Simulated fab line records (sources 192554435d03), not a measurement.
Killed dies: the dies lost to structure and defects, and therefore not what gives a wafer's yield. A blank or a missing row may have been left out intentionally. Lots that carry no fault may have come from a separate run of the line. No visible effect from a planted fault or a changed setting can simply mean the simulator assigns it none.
Split-lot trial | flow n5_finfet | 7 lots, 21 wafers read, on a route of 1938 steps

## ON THE SPLIT
At N5_WELL_APT_COAT_19 (resist thk 950 nm), the setting spin_rpm was moved away from the recipe's 1357 rpm on 9 of the 21 wafers read, by -6.3% to +9.7%. For the rest of the wafers, this setting stayed at what the recipe calls for.

Reading taken at the split's own step.

## THE READING
coat_of_WELL_APT_COAT_19.thk_nm (the simulator's own value, which no gauge read), in nm, at N5_WELL_APT_COAT_19 (resist thk 950 nm). No usual value for it is given in the file. Across the 12 wafers here that went through the recipe, the average is 951.2 nm and the standard deviation 3 nm.

wafer  | tool, chamber at the split | spin_rpm as run, rpm | against the recipe | coat_of_WELL_APT_COAT_19.thk_nm, nm | against lot-mates on the recipe
L080.1 | litho_track-02, 0          | 1489                 | +9.7%              | 906.5                               | -44.1
L080.2 | litho_track-02, 0          | 1489                 | +9.7%              | 907.5                               | -43.1
L080.4 | litho_track-02, 0          | 1357                 | recipe             | 950.6                               | -
L087.1 | litho_track-04, 0          | 1280                 | -5.7%              | 979.8                               | +27.4
L087.5 | litho_track-04, 0          | 1357                 | recipe             | 953.9                               | -
L087.6 | litho_track-04, 0          | 1357                 | recipe             | 950.9                               | -
L089.1 | litho_track-02, 0          | 1417                 | +4.4%              | 926.6                               | -19.9
L089.3 | litho_track-02, 0          | 1357                 | recipe             | 946.5                               | -
L089.4 | litho_track-02, 0          | 1417                 | +4.4%              | 923.4                               | -23.1
L091.1 | litho_track-04, 0          | 1272                 | -6.3%              | 980.1                               | +31.5
L091.3 | litho_track-04, 0          | 1357                 | recipe             | 947.9                               | -
L091.5 | litho_track-04, 0          | 1357                 | recipe             | 949.3                               | -
L092.3 | litho_track-02, 0          | 1357                 | recipe             | 952.5                               | -
L092.4 | litho_track-02, 0          | 1357                 | recipe             | 949.3                               | -
L092.5 | litho_track-02, 0          | 1357                 | recipe             | 949.9                               | -
L093.1 | litho_track-03, 0          | 1482                 | +9.2%              | 909.7                               | -43.0
L093.2 | litho_track-03, 0          | 1482                 | +9.2%              | 913                                 | -39.7
L093.5 | litho_track-03, 0          | 1357                 | recipe             | 952.7                               | -
L095.2 | litho_track-03, 0          | 1357                 | recipe             | 952.7                               | -
L095.3 | litho_track-03, 0          | 1399                 | +3.1%              | 941                                 | -14.5
L095.6 | litho_track-03, 0          | 1357                 | recipe             | 958.4                               | -

FIT RESULTS
A straight line over all 21 wafers: coat_of_WELL_APT_COAT_19.thk_nm changes by -4.6 nm for each +1% of spin_rpm; r = -0.99; the points scatter about the line by 3.4 nm.
The same after taking each lot's own level away (the mean of its wafers on the recipe; 21 wafers): -4.61 nm for each +1%; r = -1.00; scatter 1.7 nm.
On that fit, the largest move of spin_rpm shifts the reading by 45 nm.
The span of the lots' own levels, 946.50 to 955.55 nm, comes to 3.0 times the standard deviation stated above.
The two slopes agree, so the slope changes little with the lot-to-lot level.
Check: for one of the wafers moved furthest among these (+9.7%), held out of the fit, the line's prediction against its lot-mates is -44.7 nm. Against them it came out at -44.1 nm.

## THESE WAFERS: OTHER SPLITS
Other splits were also applied to these wafers ahead of the reading. Each is held against what the fit with the lots' levels taken away leaves over:
other split on the same wafers | wafers away from the commonest value | r with coat_of_WELL_APT_COAT_19.thk_nm (lot level and that fit taken away)
N5_ZERO_LAYER_PECVD_02 time_s  | 5                                    | +0.12

## FILE'S OWN FIT
coat_of_WELL_APT_COAT_19.thk_nm changes by -4.63 nm for each +1% of spin_rpm, r = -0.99.
